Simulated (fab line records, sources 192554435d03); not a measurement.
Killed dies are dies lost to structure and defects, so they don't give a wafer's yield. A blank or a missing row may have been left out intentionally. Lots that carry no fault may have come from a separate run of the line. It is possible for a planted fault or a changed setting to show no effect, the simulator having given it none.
Comparing a struck lot with a sound one | flow n5-finfet | 21 out of 1938 route steps
Sound: these wafers, L693.4, L693.5, L693.6. Wafers struck: L683.2, L683.3, L683.6. The cause is given at the end.
Order at every step that has rows: each side's tool, ch and its chambers, its first start. Under that, the readings that differ: sound wafers | struck wafers | difference of the means | sigmas: that difference in standard deviations of wafers without a fault.
alike: words and numbers the same on both sides, and readings whose means are apart by under 2 such deviations; not compared: readings that were withheld, readings missing a value for some wafer, numbers with overlapping values and no deviation given by the record, and bounds like >300 which may hide the same value.
A row with sigmas, a row that says differs or no value, or rows on one side alone: a step with any of these is where the two part. Numbers that don't overlap but have no deviation are shown without sigmas and don't part them. A reading that every wafer of one side lacks parts them only if that side has two wafers or more.

first, 9 steps without rows for these wafers: N5_BEOL_M0_CO_CAP_123 (material Co, precursor CCTBA/H2, target thk 2 nm, time 102.1 s); N5_BEOL_M0_PRE_CLEAN_124 (time 15 s); N5_BEOL_M0_DEP_125 (deposits SiCN from 3MS/NH3, target thk 8 nm, time 14 s); N5_BEOL_M1_ILD_DEP_00 (deposits SiOC from DEMS/O2, target thk 79 nm, time 15.3 s); N5_BEOL_M1_PECVD_72 (deposits SiO2 from TEOS/O2, target thk 16 nm, time 18 s); N5_BEOL_M1_HM_DEP_02 (deposits TiN, target thk 20 nm); N5_BEOL_M1_COAT_61 (time 60 s, resist thk 60 nm); N5_BEOL_M1_COAT_62 (time 60 s, resist thk 12 nm); N5_BEOL_M1_COAT_73 (time 60 s, resist thk 5 nm).
N5_BEOL_M1_COAT_05: resist thk 30 nm.
  sound on litho-track-02 ch 0, day 11 13:13; struck on litho-track-02 ch 0, day 9 02:31
  reading                                      | sound                | struck               | difference | sigmas
  spin-speed-rpm (rpm)                         | 1500.1 1499.0 1499.8 | 1543.2 1544.5 1545.6 | +44.8      | +41
  model.CAR-EUV_of_BEOL_M1_COAT_05.thk-nm (nm) | 30 30.2 30           | 29.6 29.6 29.6       | -0.5       |
  alike: exhaust-pa
then, 7 steps without rows for these wafers: N5_BEOL_M1_EBR_07; N5_BEOL_M1_SOFTBAKE_06 (time 60 s); N5_BEOL_M1_EXPOSE_08 (exposes mask M1); N5_BEOL_M1_PEB_09 (peb time 60 s); N5_BEOL_M1_DEVELOP_10 (develop time 30 s); N5_BEOL_M1_DESCUM_16 (chemistry O2, time 7 s); N5_BEOL_M1_ETCH_74 (etches underlayer in N2/H2, target depth 6.5 nm, time 5.2 s).
N5_BEOL_M1_ETCH_63: etches SiARC in CF4, target depth 15.6 nm, time 26 s.
  sound on rie-diel-01 ch 0,1,2, day 11 13:40; struck on rie-diel-06 ch 2,3, day 9 03:06
  reading                                      | sound          | struck         | difference | sigmas
  model.CAR-EUV_of_BEOL_M1_COAT_05.thk-nm (nm) | 11.2 11.4 11.2 | 10.8 10.8 10.8 | -0.5       |
  alike: bias-w, drypump-motor-current-A, etch-rf-on-time-s, oes-product-au, rf-vpp-V, showerhead-plenum-p-Torr, throttle-valve-pct
  not compared: rf-hours-counter-h
then, 1 step without rows for these wafers: N5_BEOL_M1_ETCH_64 (etches SOC in N2/H2, target depth 75 nm, overetch 15 nm, time 112.5 s).
-- record jumps: 2 days separate the struck wafers' starts on either side; left off in module BEOL_M1, taken up again in module BEOL_M4, whose first shown step is the route's number 1111 --
N5_BEOL_M4_RC_MEAS_101:
  sound on prober-02 ch 0, day 14 01:14; struck on prober-01 ch 0, day 11 03:34
  reading       | sound          | struck         | difference | sigmas
  DIBL_P (mV/V) | 38.7 38.7 40.0 | 32.6 36.7 34.3 | -4.6       | -2
  ION_P (uA/um) | 472 470 477    | 445 467 458    | -16        | -2
  alike: DIBL_N, IOFF_N, IOFF_P, ION_N, SS_N, SS_P, VT_N, VT_P
following that, these wafers have no rows for 1 step: N5_PASSIVATION_PROBE_49.

== WHERE THEY PART ==
Last at N5_BEOL_M4_RC_MEAS_101 as far as this record goes, first at N5_BEOL_M1_COAT_05.

WHY: what had been put in by the simulator
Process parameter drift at N5_BEOL_M1_COAT_05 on litho-track-02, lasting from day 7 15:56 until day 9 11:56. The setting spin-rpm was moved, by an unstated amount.
